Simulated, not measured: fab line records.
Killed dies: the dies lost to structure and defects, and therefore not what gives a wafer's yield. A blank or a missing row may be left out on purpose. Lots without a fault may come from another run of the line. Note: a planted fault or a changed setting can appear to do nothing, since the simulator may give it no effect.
Split-lot trial + flow n5-finfet + 21 wafers read from 7 lots, route of 1938 steps

## ABOUT THE SPLIT
At N5_BEOL_M0_CUTY_COAT_51 (resist thk 150 nm), the setting spin-rpm was moved away from the recipe's 1500 rpm on 9 of the 21 wafers read, by -8.1% to +6.4%. The other wafers ran this setting at the recipe's value.

## FROM THE SPLIT TO THE READING: what the file shows between them, 4 steps
- N5_BEOL_M0_CUTY_EXPOSE_54: exposes mask M0 ABLK (also split here: dose-mj)
- N5_BEOL_M0_CUTY_PEB_55: peb time 60 s
- N5_BEOL_M0_CUTY_DEVELOP_56: develop time 30 s
- N5_BEOL_M0_CUTY_CD_MEAS_57: target cd 200 nm

## THE READING
CAR-ArF-block_of_BEOL_M0_CUTY_COAT_51.thk-nm (the simulator's own value, which no gauge read), in nm, at N5_BEOL_M0_CUTY_DESCUM_61 (chemistry O2, time 7.9 s). There is no usual value for it anywhere in the file. Here, 12 wafers ran the recipe; their average is 143.9 nm with a standard deviation of 0.42 nm.

| wafer  | tool, chamber at the split | spin-rpm as run, rpm | against the recipe | CAR-ArF-block_of_BEOL_M0_CUTY_COAT_51.thk-nm, nm | against lot-mates on the recipe |
|--------|----------------------------|----------------------|--------------------|--------------------------------------------------|---------------------------------|
| L074.3 | litho-track-01, 0          | 1558                 | +3.9%              | 141                                              | no lot-mate on the recipe       |
| L074.6 | litho-track-01, 0          | 1558                 | +3.9%              | 141                                              | no lot-mate on the recipe       |
| L074.4 | litho-track-01, 0          | 1558                 | +3.9%              | 140.8                                            | no lot-mate on the recipe       |
| L077.1 | litho-track-02, 0          | 1571                 | +4.7%              | 140.8                                            | -3.2                            |
| L077.4 | litho-track-02, 0          | 1571                 | +4.7%              | 140.8                                            | -3.2                            |
| L077.5 | litho-track-02, 0          | 1500                 | recipe             | 144                                              | -                               |
| L080.1 | litho-track-03, 0          | 1596                 | +6.4%              | 139.4                                            | -4.8                            |
| L080.4 | litho-track-03, 0          | 1500                 | recipe             | 144.6                                            | -                               |
| L080.5 | litho-track-03, 0          | 1500                 | recipe             | 143.8                                            | -                               |
| L081.1 | litho-track-01, 0          | 1378                 | -8.1%              | 150                                              | +6.0                            |
| L081.3 | litho-track-01, 0          | 1378                 | -8.1%              | 150                                              | +6.0                            |
| L081.2 | litho-track-01, 0          | 1500                 | recipe             | 144                                              | -                               |
| L085.1 | litho-track-03, 0          | 1500                 | recipe             | 144                                              | -                               |
| L085.4 | litho-track-03, 0          | 1500                 | recipe             | 144.6                                            | -                               |
| L085.6 | litho-track-03, 0          | 1500                 | recipe             | 143.8                                            | -                               |
| L093.2 | litho-track-01, 0          | 1500                 | recipe             | 144                                              | -                               |
| L093.4 | litho-track-01, 0          | 1500                 | recipe             | 143.8                                            | -                               |
| L093.5 | litho-track-01, 0          | 1500                 | recipe             | 144.2                                            | -                               |
| L097.1 | litho-track-01, 0          | 1500                 | recipe             | 143.2                                            | -                               |
| L097.2 | litho-track-01, 0          | 1500                 | recipe             | 143.2                                            | -                               |
| L097.6 | litho-track-01, 0          | 1394                 | -7.1%              | 149                                              | +5.8                            |

THE FIT
A straight line over all 21 wafers: CAR-ArF-block_of_BEOL_M0_CUTY_COAT_51.thk-nm changes by -0.729 nm for each +1% of spin-rpm; r = -0.99; the points scatter about the line by 0.36 nm.
The same after taking each lot's own level away (the mean of its wafers on the recipe; 18 wafers): -0.743 nm for each +1%; r = -1.00; scatter 0.27 nm.
On that fit, the largest move of spin-rpm shifts the reading by 6 nm.
From 143.20 to 144.20 nm: that is the span of the lots' own levels, equal to 2.4 times the standard deviation above.
Consequently the slope shifts little with the lot-to-lot level, the two slopes agreeing.
Check: +6.14 nm against its lot-mates is what the line predicts for one of the wafers moved furthest among these (-8.1%) when that wafer is left out of the fit. It came out at +6 nm against them.

## OTHER SPLITS ON THESE WAFERS
Other splits were also applied to these wafers ahead of the reading. Each is held against what the fit with the lots' levels taken away leaves over:
| other split on the same wafers    | wafers away from the commonest value | r with CAR-ArF-block_of_BEOL_M0_CUTY_COAT_51.thk-nm (lot level and that fit taken away) |
|-----------------------------------|--------------------------------------|-----------------------------------------------------------------------------------------|
| N5_BEOL_M0_CUTY_EXPOSE_54 dose-mj | 7                                    | -0.24                                                                                   |

## THE WHOLE CHAIN: every reading that the file lists as answering this split, in the file's order
| step                      | what it does             | reading                                                                                       | change (the file's fit)               | r (the file's) |
|---------------------------|--------------------------|-----------------------------------------------------------------------------------------------|---------------------------------------|----------------|
| N5_BEOL_M0_CUTY_COAT_51   | resist thk 150 nm        | CAR-ArF-block_of_BEOL_M0_CUTY_COAT_51.thk-nm (the simulator's own value, which no gauge read) | -0.774 nm for each +1% of the setting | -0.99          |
| N5_BEOL_M0_CUTY_DESCUM_61 | chemistry O2, time 7.9 s | CAR-ArF-block_of_BEOL_M0_CUTY_COAT_51.thk-nm (the simulator's own value, which no gauge read) | -0.756 nm for each +1% of the setting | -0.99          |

## THE FILE'S OWN FIT
CAR-ArF-block_of_BEOL_M0_CUTY_COAT_51.thk-nm changes by -0.756 nm for each +1% of spin-rpm, r = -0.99.
